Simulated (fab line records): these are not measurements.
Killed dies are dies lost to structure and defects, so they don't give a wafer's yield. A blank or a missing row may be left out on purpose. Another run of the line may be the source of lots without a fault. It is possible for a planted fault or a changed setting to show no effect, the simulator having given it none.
fab line records    flow nandHarc    part 1 of 2: steps 1 to 3 of 6
record: lots: 23  wafers: 69  lastDay: 33
route steps=1302 shown A_STAIRCASE@766 A_SGD_CUT@908
lots with no fault: from the same line, run without faults
startH: start of the lot's first displayed wafer, in hours after the record's first day    waitH: how many hours have passed since the lot's step before this one    " unchanged from the row above    L1.1+2: one row covering several wafers at once    - no value, or no start was given    * or withheld: withheld    < > ~ a bound
route shown NAME@n: a module of which the file shows steps, and the number in the route of the first    usual: mean/standard deviation of fault-free wafers    same: alike in all rows    chamber/n: place in a boat    sites: each site's reading    _std_site: their standard deviation    _edge_site: outer sites' mean less inner sites'    radiusMm: how far each site lies from the wafer's centre    mask NAME#n: copy n    behind: tool/chamber where the wafer was last shaped    hold: cause of the lot's hold/its duration in hours/its outcome    device: names the non-switching transistor (n, p or np)    end of line: the same wafers' tests at the end of the route    for a step that has no rows: nothing shown but its recipe    killed: at the first sort, the dies lost to defects and structure; wafer yield is something else    map: shows each die of a wafer: x if killed, . if not, _ if none is there
set.NAME: the setting that was run; set.NAME@STEP: the one run at that earlier step    model.NAME: the simulator's own value behind a step, which no gauge read
route steps across a sampled set of lots; one table per step, one row per wafer
services: when a tool's chamber went out of use (startH, in hours from the record's first day, below 0 if earlier), for how many hours, and the reason
== steps ==
step: NHARC_A_STAIRCASE_DESCUM_252
recipe: timeS: 3  o2FlowSccm: 200  arFlowSccm: 0  biasPowerW: 0  chemistry: O2
usual: drypumpMotorCurrentA: 5.9/0.35  oesProductAu: 1.004/0.011  rfVppV: 57.6/0.9  showerheadPlenumPTorr: 1.89/0.081  throttleValvePct: 11.311/0.01
lot.wafer  tool        chamber  startH  waitH  drypumpMotorCurrentA  oesProductAu  rfHoursCounterH  rfVppV  showerheadPlenumPTorr  throttleValvePct
L074.2     rieDiel-13  3        365.89  -      6.6                   1.004         4                58.2    1.95                   11.300
L074.1     "           0        "       "      5.4                   1.014         4                58.8    1.87                   11.332
L074.4     "           2        "       "      6.2                   1.010         4                56.7    1.83                   11.306
L075.4     rieDiel-13  1        366.19  -      5.6                   1.004         4                58.2    1.92                   11.302
L075.3     "           2        "       "      6.2                   1.008         4                58.2    1.83                   11.304
L075.1     "           0        "       "      5.4                   1.003         4                56.6    1.87                   11.299
L076.3     rieDiel-13  3        390.51  -      6.6                   1.000         13               57.0    1.94                   11.313
L076.2     "           0        "       "      5.4                   1.008         10               58.2    1.87                   11.307
L076.4     "           1        "       "      5.6                   1.000         15               56.4    1.91                   11.316
L077.1     rieDiel-02  1        404.02  -      6.1                   0.994         0                57.9    2.04                   11.311
L077.6     "           2        "       "      5.6                   0.992         -                56.7    1.80                   11.321
L077.5     "           3        "       "      5.7                   1.024         -                57.9    1.85                   11.315
L078.4     rieDiel-02  1        405.27  -      6.1                   0.986         0                57.8    2.04                   11.309
L078.2     "           2        "       "      5.6                   0.986         0                56.4    1.80                   11.319
L078.3     "           3        "       "      5.7                   1.024         0                57.6    1.85                   11.326
L080.1     rieDiel-03  2        421.58  -      6.1                   0.989         25               58.7    1.77                   11.309
L080.2     "           1        "       "      5.9                   0.997         26               58.9    2.03                   11.310
L080.5     "           2        "       "      6.1                   0.988         -                57.5    1.77                   11.314
L079.3     rieDiel-02  2        422.89  -      5.5                   0.970         7                56.6    1.80                   11.298
L079.5     "           2        "       "      5.6                   0.982         -                57.0    1.80                   11.299
L079.6     "           0        "       "      5.6                   0.982         -                57.2    1.83                   11.298
L081.4     rieDiel-03  1        437.49  -      5.9                   0.994         33               59.5    2.03                   11.305
L081.3     "           2        "       "      6.1                   0.990         33               56.6    1.77                   11.301
L081.5     "           3        "       "      5.8                   1.007         -                57.5    1.96                   11.318
L082.2     rieDiel-03  0        444.37  -      6.0                   0.998         32               57.4    1.89                   11.318
L082.1     "           2        "       "      6.1                   0.995         35               56.8    1.77                   11.324
L082.6     "           3        "       "      5.8                   1.023         -                57.5    1.96                   11.312
L083.1     rieDiel-13  0        447.95  -      5.4                   1.010         31               58.9    1.86                   11.308
L083.4     "           1        "       "      5.6                   0.993         27               57.1    1.91                   11.286
L083.5     "           0        "       "      5.4                   1.008         -                58.0    1.86                   11.309
L085.3     rieDiel-03  0        467.68  -      6.0                   1.009         39               56.3    1.89                   11.319
L085.1     "           2        "       "      6.1                   0.992         44               57.6    1.77                   11.303
L085.6     "           0        "       "      6.0                   1.009         -                58.6    1.89                   11.314
L084.2     rieDiel-02  1        469.59  -      6.1                   0.993         26               58.7    2.03                   11.298
L084.3     "           0        "       "      5.6                   0.994         -                56.4    1.82                   11.311
L084.6     "           0        "       "      5.6                   1.000         -                57.9    1.82                   11.306
L086.2     rieDiel-13  1        485.29  -      5.6                   0.998         39               58.1    1.90                   11.316
L086.4     "           2        "       "      6.3                   1.017         49               57.5    1.82                   11.317
L086.3     "           0        "       "      5.4                   1.005         41               57.2    1.86                   11.319
L087.3     rieDiel-02  0        485.50  -      5.6                   0.992         30               56.8    1.82                   11.312
L087.2     "           1        "       "      6.1                   0.995         30               57.9    2.03                   11.297
L087.6     "           1        "       "      6.1                   1.007         -                60.0    2.03                   11.297
L088.3     rieDiel-02  2        506.63  -      5.6                   0.996         26               58.4    1.79                   11.315
L088.4     "           1        "       "      6.1                   0.998         39               59.1    2.03                   11.307
L088.6     "           2        "       "      5.6                   0.991         -                56.6    1.79                   11.309
L089.3     rieDiel-13  3        511.63  -      6.6                   0.986         56               56.9    1.93                   11.309
L089.5     "           3        "       "      6.6                   1.001         -                58.3    1.93                   11.320
L089.6     "           1        "       "      5.6                   1.010         -                56.8    1.90                   11.306
L090.1     rieDiel-03  0        541.19  -      6.0                   1.019         8                56.7    1.88                   11.313
L090.2     "           2        "       "      6.1                   1.014         6                59.2    2.07                   11.313
L090.3     "           3        "       "      5.8                   1.007         6                57.4    1.95                   11.324
L091.3     rieDiel-02  0        541.58  -      5.7                   0.999         46               56.4    1.81                   11.301
L091.2     "           3        "       "      5.6                   1.015         38               57.7    1.83                   11.300
L091.6     "           0        "       "      5.6                   0.994         -                57.4    1.81                   11.311
L093.2     rieDiel-13  1        546.80  -      5.6                   0.996         5                56.9    1.90                   11.293
L093.3     "           3        "       "      6.6                   0.987         6                58.5    1.93                   11.311
L093.5     "           2        "       "      6.2                   1.007         -                58.3    1.81                   11.326
L092.3     rieDiel-13  3        550.73  -      6.6                   0.987         7                56.9    1.93                   11.319
L092.4     "           1        "       "      5.6                   0.992         7                58.6    1.90                   11.326
L092.5     "           3        "       "      6.6                   1.004         -                56.9    1.93                   11.335
L095.3     rieDiel-13  2        568.16  -      6.2                   1.024         15               55.3    1.81                   11.293
L095.5     "           3        "       "      6.6                   1.005         -                58.6    1.92                   11.300
L095.6     "           2        "       "      6.2                   1.009         -                58.2    1.81                   11.316
L094.4     rieDiel-02  2        568.58  -      5.6                   1.001         46               56.6    1.79                   11.312
L094.1     "           0        "       "      5.6                   1.007         55               57.9    1.81                   11.321
L094.3     "           1        "       "      6.1                   1.001         60               58.7    2.02                   11.296
L096.3     rieDiel-03  2        584.33  -      6.1                   1.020         22               57.9    2.07                   11.322
L096.1     "           3        "       "      5.8                   1.021         21               55.9    1.95                   11.325
L096.5     "           0        "       "      6.0                   1.014         -                56.9    1.88                   11.312
step: NHARC_A_STAIRCASE_ETCH_271
recipe: cf4FlowSccm: 100  chf3FlowSccm: 30  arFlowSccm: 0  rfW: 500  biasW: 200  chemistry: CF4/CHF3
usual: biasW: 200.0/0.54  drypumpMotorCurrentA: 5.9/0.34  oesProductAu: 0.947/0.023  rfVppV: 370.4/2.4  showerheadPlenumPTorr: 1.56/0.064  throttleValvePct: 16.802/0.0095
lot.wafer  tool        chamber  startH  waitH  biasW  drypumpMotorCurrentA  oesProductAu  rfHoursCounterH  rfVppV  showerheadPlenumPTorr  throttleValvePct
L074.2     rieDiel-03  0        371.94  0.1    200.2  6.0                   0.929         9                370.6   1.56                   16.805
L074.1     "           3        "       "      200.8  5.8                   0.935         10               372.2   1.62                   16.790
L074.4     "           1        "       "      200.5  5.9                   0.930         -                372.7   1.67                   16.813
L075.3     rieDiel-03  3        372.32  0.2    200.1  5.8                   0.940         10               373.2   1.62                   16.787
L075.1     "           0        "       "      199.9  6.0                   0.930         9                371.2   1.56                   16.805
L075.4     "           1        "       "      199.5  6.0                   0.918         -                373.6   1.67                   16.804
L076.3     rieDiel-03  0        395.23  0.1    200.3  6.0                   0.975         20               370.8   1.56                   16.803
L076.4     "           1        "       "      200.1  5.9                   0.969         18               372.3   1.66                   16.799
L076.2     "           2        "       "      199.2  6.1                   0.956         18               365.8   1.46                   16.801
L077.1     rieDiel-13  0        410.40  0.1    200.0  5.4                   0.921         16               369.3   1.54                   16.801
L077.6     "           2        "       "      199.9  6.2                   0.930         -                368.7   1.51                   16.799
L077.5     "           3        "       "      200.5  6.6                   0.914         -                370.7   1.59                   16.792
L078.2     rieDiel-02  0        410.83  0.2    200.9  5.6                   0.932         1                368.2   1.51                   16.791
L078.3     "           1        "       "      200.4  6.1                   0.938         2                374.2   1.67                   16.796
L078.4     "           0        "       "      200.2  5.6                   0.939         -                369.9   1.51                   16.815
L080.1     rieDiel-13  2        425.97  0.6    199.5  6.3                   0.941         27               368.4   1.51                   16.789
L080.2     "           0        "       "      199.4  5.4                   0.931         22               368.7   1.53                   16.813
L080.5     "           3        "       "      198.8  6.5                   0.922         -                370.8   1.59                   16.810
L079.3     rieDiel-03  1        426.97  0.1    199.0  6.0                   0.920         26               373.4   1.66                   16.793
L079.5     "           3        "       "      200.6  5.8                   0.929         -                372.2   1.61                   16.798
L079.6     "           0        "       "      199.4  6.0                   0.920         -                371.4   1.56                   16.797
L081.3     rieDiel-03  1        445.12  0.1    199.8  5.9                   0.922         35               373.4   1.66                   16.786
L081.4     "           3        "       "      200.5  5.8                   0.944         34               371.8   1.61                   16.799
L081.5     "           1        "       "      200.3  5.9                   0.914         -                375.0   1.66                   16.801
L082.2     rieDiel-13  1        449.41  0.1    200.3  5.6                   0.984         27               370.2   1.57                   16.799
L082.1     "           3        "       "      199.8  6.6                   0.960         36               371.0   1.59                   16.793
L082.6     "           1        "       "      200.7  5.6                   0.983         -                371.1   1.57                   16.789
L083.4     rieDiel-13  2        452.39  0.1    199.6  6.2                   0.943         39               367.1   1.50                   16.803
L083.1     "           3        "       "      200.1  6.5                   0.924         37               370.9   1.59                   16.826
L083.5     "           2        "       "      199.7  6.2                   0.947         -                368.6   1.50                   16.794
L085.3     rieDiel-03  1        471.52  0.1    200.8  5.9                   0.928         42               375.1   1.66                   16.814
L085.1     "           2        "       "      200.3  6.1                   0.913         44               366.9   1.46                   16.809
L085.6     "           1        "       "      200.4  5.9                   0.916         -                373.6   1.66                   16.826
L084.2     rieDiel-13  3        473.60  0.1    199.1  6.5                   0.956         44               371.2   1.59                   16.812
L084.3     "           2        "       "      200.0  6.3                   0.964         45               367.8   1.50                   16.813
L084.6     "           1        "       "      200.5  5.6                   0.957         -                371.2   1.57                   16.792
L086.2     rieDiel-13  3        490.61  0.1    200.1  6.5                   0.964         49               372.0   1.59                   16.827
L086.4     "           0        "       "      200.0  5.4                   0.964         42               367.5   1.53                   16.802
L086.3     "           1        "       "      200.3  5.6                   0.982         40               370.1   1.57                   16.810
L087.2     rieDiel-02  3        492.42  0.1    199.6  5.6                   0.969         21               368.2   1.52                   16.793
L087.3     "           0        "       "      200.3  5.6                   0.973         32               369.5   1.50                   16.796
L087.6     "           3        "       "      200.3  5.6                   0.973         -                368.4   1.52                   16.800
L088.3     rieDiel-02  3        511.58  0.1    198.7  5.6                   0.971         29               368.3   1.51                   16.810
L088.4     "           0        "       "      200.3  5.6                   0.961         38               368.3   1.50                   16.811
L088.6     "           2        "       "      200.6  5.6                   0.968         -                366.2   1.48                   16.800
L089.3     rieDiel-02  1        515.55  0.1    199.6  6.1                   0.927         41               374.0   1.66                   16.805
L089.6     "           1        "       "      199.8  6.1                   0.919         -                373.8   1.66                   16.808
L089.5     "           2        "       "      200.2  5.6                   0.916         -                368.1   1.48                   16.799
L090.3     rieDiel-03  2        546.35  0.1    199.9  6.1                   0.986         7                375.0   1.70                   16.807
L090.1     "           3        "       "      200.2  5.8                   0.980         7                371.9   1.60                   16.822
L090.2     "           0        "       "      201.1  6.0                   0.988         9                369.9   1.55                   16.805
L091.2     rieDiel-13  0        547.08  0.1    200.1  5.4                   0.980         5                369.6   1.53                   16.789
L091.3     "           1        "       "      199.5  5.6                   0.948         5                370.7   1.56                   16.805
L091.6     "           1        "       "      199.4  5.6                   0.960         -                371.0   1.56                   16.794
L093.3     rieDiel-02  1        550.73  0.1    200.5  6.1                   0.973         55               374.5   1.66                   16.793
L093.2     "           2        "       "      200.1  5.6                   0.948         41               366.3   1.47                   16.799
L093.5     "           3        "       "      200.2  5.7                   0.974         -                368.7   1.51                   16.801
L092.4     rieDiel-13  2        555.10  0.1    200.0  6.2                   0.935         8                367.7   1.50                   16.799
L092.3     "           3        "       "      200.4  6.5                   0.910         8                369.4   1.58                   16.795
L092.5     "           1        "       "      200.0  5.6                   0.918         -                369.9   1.56                   16.791
L095.3     rieDiel-13  3        575.63  0.1    199.3  6.5                   0.975         20               370.7   1.58                   16.794
L095.6     "           3        "       "      200.1  6.5                   0.971         -                370.2   1.58                   16.792
L095.5     "           0        "       "      201.2  5.4                   0.975         -                369.0   1.52                   16.782
L094.4     rieDiel-03  0        576.78  0.2    199.6  5.9                   0.943         22               371.5   1.55                   16.798
L094.3     "           2        "       "      200.3  6.1                   0.937         19               374.8   1.70                   16.816
L094.1     "           3        "       "      199.1  5.8                   0.931         18               371.6   1.60                   16.812
L096.3     rieDiel-13  2        590.29  0.1    200.3  6.2                   0.939         25               368.3   1.49                   16.791
L096.1     "           0        "       "      200.1  5.4                   0.929         23               369.3   1.52                   16.810
L096.5     "           2        "       "      199.2  6.2                   0.938         -                368.2   1.49                   16.807
step: NHARC_A_STAIRCASE_HM_OPEN_460
recipe: o2FlowSccm: 400  cosFlowSccm: 20  arFlowSccm: 0  rfW: 500  biasW: 300  chemistry: O2/COS
usual: biasW: 300.1/1  drypumpMotorCurrentA: 5.9/0.33  oesProductAu: 1.001/0.012  rfVppV: 466.4/2.8  showerheadPlenumPTorr: 3.09/0.12  throttleValvePct: 28.330/0.0082
lot.wafer  tool        chamber  startH  waitH  biasW  drypumpMotorCurrentA  oesProductAu  rfHoursCounterH  rfVppV  showerheadPlenumPTorr  throttleValvePct
L074.2     rieDiel-13  3        -       -      300.3  6.6                   0.998         10               469.5   3.17                   28.334
L074.4     "           0        "       "      300.0  5.4                   1.000         6                466.3   3.05                   28.320
L074.1     "           2        "       "      300.4  6.3                   1.012         9                463.1   3.00                   28.324
L075.1     rieDiel-03  1        -       -      300.7  5.9                   0.997         13               470.9   3.31                   28.338
L075.3     "           2        "       "      299.0  6.1                   1.000         13               462.4   2.91                   28.330
L075.4     "           0        "       "      300.8  6.0                   0.996         -                466.0   3.10                   28.318
L076.3     rieDiel-13  1        -       -      299.0  5.6                   1.011         19               465.9   3.12                   28.321
L076.4     "           2        "       "      301.0  6.3                   1.017         19               465.2   2.99                   28.343
L076.2     "           3        "       "      301.7  6.6                   1.009         17               467.5   3.17                   28.314
L077.1     rieDiel-03  0        -       -      301.2  6.0                   0.994         24               464.9   3.09                   28.321
L077.5     "           1        "       "      299.6  5.9                   0.996         -                470.0   3.30                   28.328
L077.6     "           2        "       "      299.3  6.1                   1.001         -                463.0   2.90                   28.329
L078.2     rieDiel-03  0        -       -      298.9  6.0                   0.992         25               466.3   3.09                   28.326
L078.4     "           1        "       "      301.1  6.0                   0.987         25               471.0   3.30                   28.311
L078.3     "           2        "       "      299.6  6.1                   0.982         24               461.6   2.90                   28.321
L080.2     rieDiel-13  2        -       -      299.1  6.3                   1.019         34               464.6   2.98                   28.333
L080.1     "           0        "       "      299.2  5.4                   1.006         28               466.1   3.04                   28.319
L080.5     "           2        "       "      300.1  6.2                   1.011         -                463.2   2.98                   28.323
L079.3     rieDiel-13  3        -       -      299.5  6.6                   1.009         33               467.8   3.16                   28.340
L079.5     "           3        "       "      299.8  6.6                   0.995         -                468.3   3.16                   28.325
L079.6     "           0        "       "      298.7  5.4                   1.008         -                467.7   3.04                   28.330
L081.4     rieDiel-03  1        -       -      299.6  5.9                   0.995         36               471.3   3.29                   28.347
L081.3     "           2        "       "      299.7  6.1                   0.987         37               461.4   2.90                   28.323
L081.5     "           3        "       "      300.0  5.8                   1.008         -                468.0   3.20                   28.324
L082.2     rieDiel-13  2        -       -      300.9  6.3                   1.019         41               464.5   2.98                   28.339
L082.1     "           1        "       "      300.3  5.6                   1.000         30               466.9   3.11                   28.331
L082.6     "           2        "       "      300.4  6.2                   1.011         -                465.8   2.98                   28.331
L083.1     rieDiel-02  0        -       -      298.9  5.6                   0.987         22               464.8   2.98                   28.314
L083.5     "           0        "       "      300.5  5.6                   0.991         -                462.5   2.98                   28.332
L083.4     "           1        "       "      299.4  6.1                   0.986         -                472.3   3.31                   28.324
L085.1     rieDiel-03  1        -       -      301.0  5.9                   0.999         44               470.6   3.29                   28.340
L085.3     "           3        "       "      301.0  5.8                   1.002         46               468.4   3.19                   28.325
L085.6     "           2        "       "      299.9  6.1                   1.004         -                462.9   2.89                   28.335
L084.3     rieDiel-03  0        -       -      299.4  6.0                   1.000         42               465.7   3.08                   28.333
L084.2     "           1        "       "      300.0  6.0                   0.989         45               472.0   3.29                   28.329
L084.6     "           2        "       "      299.6  6.1                   0.988         -                462.5   2.89                   28.328
L086.3     rieDiel-13  2        -       -      300.7  6.3                   1.008         53               462.8   2.97                   28.340
L086.2     "           3        "       "      300.4  6.5                   0.996         51               468.3   3.15                   28.336
L086.4     "           0        "       "      300.4  5.4                   1.003         44               465.3   3.03                   28.320
L087.2     rieDiel-03  3        -       -      302.9  5.8                   0.993         51               469.1   3.19                   28.337
L087.3     "           0        "       "      300.0  6.0                   0.985         48               467.3   3.08                   28.326
L087.6     "           3        "       "      300.7  5.8                   0.998         -                468.8   3.19                   28.324
L088.4     rieDiel-13  1        -       -      299.6  5.6                   0.997         50               467.6   3.10                   28.333
L088.3     "           2        "       "      300.8  6.3                   0.999         59               464.6   2.97                   28.316
L088.6     "           1        "       "      299.2  5.6                   1.000         -                467.6   3.10                   28.335
L089.3     rieDiel-02  0        -       -      300.4  5.6                   0.999         41               462.8   2.97                   28.335
L089.6     "           3        "       "      300.7  5.7                   1.020         -                465.6   3.00                   28.323
L089.5     "           0        "       "      301.2  5.6                   1.006         -                463.8   2.97                   28.332
L090.2     rieDiel-13  3        -       -      298.5  6.5                   1.000         7                467.3   3.14                   28.331
L090.1     "           0        "       "      301.8  5.4                   1.014         7                463.1   3.03                   28.323
L090.3     "           1        "       "      298.7  5.6                   1.010         7                466.5   3.10                   28.327
L091.2     rieDiel-02  2        -       -      300.8  5.6                   0.977         42               463.3   2.93                   28.334
L091.3     "           3        "       "      301.1  5.6                   1.006         42               464.5   3.00                   28.322
L091.6     "           3        "       "      299.4  5.7                   1.013         -                464.2   3.00                   28.339
L093.3     rieDiel-13  1        -       -      299.5  5.6                   1.013         9                466.4   3.10                   28.333
L093.2     "           3        "       "      301.2  6.5                   0.999         10               467.8   3.14                   28.322
L093.5     "           2        "       "      300.1  6.2                   1.013         -                464.8   2.97                   28.333
L092.4     rieDiel-03  1        -       -      301.0  6.0                   1.017         15               469.7   3.28                   28.316
L092.3     "           3        "       "      299.3  5.8                   1.011         14               468.5   3.18                   28.339
L092.5     "           1        "       "      303.1  5.9                   1.016         -                470.5   3.28                   28.336
L095.3     rieDiel-03  3        -       -      301.0  5.8                   1.021         21               469.0   3.18                   28.319
L095.5     "           3        "       "      300.5  5.8                   1.010         -                467.4   3.18                   28.333
L095.6     "           0        "       "      299.6  6.0                   1.011         -                465.1   3.07                   28.342
L094.3     rieDiel-02  1        -       -      299.8  6.1                   0.997         1                472.5   3.29                   28.325
L094.1     "           2        "       "      302.6  5.6                   0.977         1                462.3   2.92                   28.326
L094.4     "           3        "       "      298.7  5.7                   1.012         1                465.0   3.00                   28.316
L096.1     rieDiel-13  1        -       -      299.9  5.6                   1.001         17               466.0   3.09                   28.330
L096.3     "           3        "       "      299.4  6.6                   0.997         25               467.0   3.13                   28.335
L096.5     "           1        "       "      298.2  5.6                   1.001         -                466.3   3.09                   28.330
